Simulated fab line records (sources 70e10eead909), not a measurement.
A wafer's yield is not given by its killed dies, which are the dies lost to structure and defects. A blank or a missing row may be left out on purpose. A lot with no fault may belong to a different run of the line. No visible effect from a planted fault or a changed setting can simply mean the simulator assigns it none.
Which tool is to blame? ; flow nand-harc ; Sampling: 24 lots, 72 wafers, 3 of 1159 route steps

== WHAT THE GAUGES SHOWED, per wafer ==
NHARC_A_CONTACT_INSPECT_23. Usual: 404 for raw-defect-count, sd 100.
lot;measured;on;raw-defect-count;flag
L075;day 17 06:26;defect-inspect-01;334 466 377;
L074;day 17 07:56;defect-inspect-01;356 541 369;
L076;day 17 08:41;defect-inspect-02;576 360 323;
L077;day 17 13:34;defect-inspect-02;257 272 376;
L078;day 18 06:22;defect-inspect-02;436 360 353;
L080;day 19 00:40;defect-inspect-01;310 384 284;
L079;day 19 01:25;defect-inspect-02;280 490 383;
L083;day 19 08:16;defect-inspect-02;496 342 472;
L082;day 19 09:25;defect-inspect-02;400 369 389;
L081;day 19 10:35;defect-inspect-02;306 360 363;
L084;day 19 15:38;defect-inspect-01;518 622 365;
L085;day 20 03:41;defect-inspect-01;504 450 461;
L086;day 20 07:17;defect-inspect-02;348 383 602;
L087;day 20 12:19;defect-inspect-01;452 444 423;
L089;day 21 03:58;defect-inspect-01;734 315 436;
L091;day 21 16:55;defect-inspect-01;295 252 364;
L088;day 21 18:13;defect-inspect-02;310 316 469;
L090;day 21 20:50;defect-inspect-01;282 301 449;
L093;day 21 23:13;defect-inspect-02;487 297 332;
L092;day 21 23:31;defect-inspect-02;351 448 436;
L096;day 22 08:21;defect-inspect-02;522 372 701;
L094;day 22 09:25;defect-inspect-01;382 519 390;
L095;day 22 15:23;defect-inspect-02;473 290 465;
L097;day 23 03:26;defect-inspect-01;393 300 387;

NHARC_A_BLC_OVL_MEAS_11. Usual: overlay-x-nm -0.1 nm, standard deviation 0.83; overlay-y-nm -0.2 nm, standard deviation 0.82.
lot;measured;on;overlay-x-nm (nm);overlay-y-nm (nm);flag
L075;day 17 06:55;overlay-02;-0.7 -0.8 -0.9;-0.9 -1.3 -1.2;
L074;day 17 08:31;overlay-01;0.6 0.4 0.6;-1.2 -1.6 -1.1;
L076;day 17 09:16;overlay-01;0.3 0.0 0.3;-0.6 -1.0 0.0;
L077;day 17 14:10;overlay-01;-1.4 -1.6 -1.9;-0.4 -0.5 -0.7;
L078;day 18 06:50;overlay-01;0.1 1.1 0.2;-0.4 -0.3 -0.7;
L080;day 19 01:16;overlay-02;-0.7 -0.1 -0.3;-1.0 -0.7 -0.9;
L079;day 19 02:01;overlay-01;0.1 -0.8 0.1;1.1 1.4 1.5;
L083;day 19 08:52;overlay-02;0.4 0.6 0.2;0.2 0.0 0.7;
L082;day 19 09:53;overlay-01;-1.1 -1.3 -0.8;-0.3 -0.4 0.2;
L081;day 19 11:04;overlay-01;1.5 1.2 1.3;0.7 0.6 1.3;
L084;day 19 16:14;overlay-02;-0.6 -0.9 -0.8;-1.7 -1.1 -1.6;
L085;day 20 04:17;overlay-02;-0.3 -0.8 -1.2;-0.4 -0.2 -0.5;
L086;day 20 07:53;overlay-01;0.7 0.4 0.8;0.6 0.6 0.8;
L087;day 20 12:55;overlay-01;-0.1 0.1 0.2;0.8 1.3 1.5;
L089;day 21 04:34;overlay-02;-0.7 -0.8 0.0;1.2 0.7 0.6;
L091;day 21 17:31;overlay-02;0.8 0.8 -0.1;-1.2 -1.0 -1.2;
L088;day 21 18:49;overlay-01;-0.4 0.0 0.2;0.1 0.4 0.2;
L090;day 21 21:26;overlay-01;0.0 -0.1 0.1;-0.9 -1.2 -1.8;
L093;day 21 23:49;overlay-01;0.3 0.5 0.9;0.8 0.3 0.7;
L092;day 22 00:07;overlay-02;0.0 -0.2 -0.2;-0.5 -0.3 0.0;
L096;day 22 08:56;overlay-02;0.0 0.4 -0.2;1.1 0.8 0.7;
L094;day 22 09:53;overlay-01;-0.7 -1.0 -0.6;0.1 -0.2 -0.1;
L095;day 22 15:52;overlay-01;1.0 1.4 0.4;-1.3 -2.0 -1.3;
L097;day 23 03:55;overlay-01;-1.5 -1.9 -1.5;-1.0 -0.7 -0.6;

NHARC_A_M0_OVL_MEAS_10: pitch 160 nm. Usual: overlay-x-nm 0.1 nm, standard deviation 0.7; overlay-y-nm 0.1 nm, standard deviation 0.78.
lot;measured;on;overlay-x-nm (nm);overlay-y-nm (nm);flag
L075;day 17 13:55;overlay-02;0.0 0.4 0.7;0.6 1.2 1.6;
L074;day 17 18:32;overlay-01;0.7 0.1 0.6;0.4 0.0 0.3;
L076;day 17 19:45;overlay-02;-0.4 0.0 -1.1;-0.5 -0.1 -0.8;
L077;day 18 00:02;overlay-01;0.5 0.0 0.2;-1.2 -0.9 -0.3;
L078;day 18 11:11;overlay-02;0.0 0.5 0.2;0.0 -0.2 0.4;
L080;day 19 08:27;overlay-01;-0.5 -0.5 -0.5;0.3 0.5 0.4;
L079;day 19 09:46;overlay-02;-0.5 -0.9 -0.1;0.8 0.7 0.7;
L083;day 19 12:49;overlay-02;-0.3 -0.1 -0.4;-1.5 -1.1 -1.0;
L082;day 19 13:58;overlay-02;-0.8 -0.6 -1.0;0.9 0.6 0.3;
L081;day 19 15:14;overlay-02;1.7 1.0 1.0;-0.3 -0.3 -0.1;
L084;day 19 21:55;overlay-02;0.3 -0.8 0.1;1.1 1.5 1.0;
L085;day 20 14:06;overlay-01;0.1 0.2 0.1;0.5 -0.1 0.3;
L086;day 20 14:15;overlay-02;1.3 1.4 1.0;0.9 1.3 0.4;
L087;day 20 20:11;overlay-01;1.1 1.2 0.2;-1.0 -1.3 -0.7;
L089;day 21 18:10;overlay-02;0.7 0.9 0.1;-0.3 -1.0 -1.0;
L091;day 21 23:17;overlay-01;0.6 0.3 0.3;-0.5 -0.4 -0.8;
L088;day 21 23:43;overlay-02;0.3 0.7 0.5;0.2 0.2 0.3;
L090;day 22 01:27;overlay-02;-0.7 -0.8 -0.9;1.2 0.7 1.2;
L093;day 22 03:50;overlay-01;0.0 0.0 0.2;-1.1 -0.6 -1.0;
L092;day 22 04:09;overlay-01;-0.5 0.4 0.0;0.4 1.2 0.4;
L096;day 22 14:22;overlay-02;1.3 1.4 0.8;-0.4 -0.5 -0.4;
L094;day 22 23:44;overlay-02;-1.0 -1.4 -1.8;1.0 1.1 0.5;
L095;day 23 00:14;overlay-01;0.3 0.3 0.4;-1.9 -1.2 -1.1;
L097;day 23 07:58;overlay-02;0.8 0.9 0.5;0.3 0.3 0.7;

== WHAT TOOL EACH LOT RAN ON (gives the tool, then ch and the chambers of the sampled wafers, and finally the start) ==
Record: no process step prior to these readings.

== WHAT THE TOOLS THEMSELVES READ (means of the sampled wafers that have a number; where no wafer has one, the mark that the record gives instead) ==
The record holds no such reading with a usual standard deviation.

== THE ANSWER, worked out from the rows above alone ==
Rule: a lot counts as off when the mean over its wafers that have a number is more than 3 standard deviations away from the usual mean. A lot without any number at a reading at which 4 lots or more have one is off too. The other lots that the step has rows for count as sound. Order of review: gauges by route order, followed by the tools' own readings, for which a lot's mean as printed above is used. At the first step where some lot is off, the reading lying furthest off is the one used; lots without a number count as furthest.
No lot is off at any reading shown: from this, nothing can be told.

== WHAT THE SIMULATOR HAD INSERTED ==
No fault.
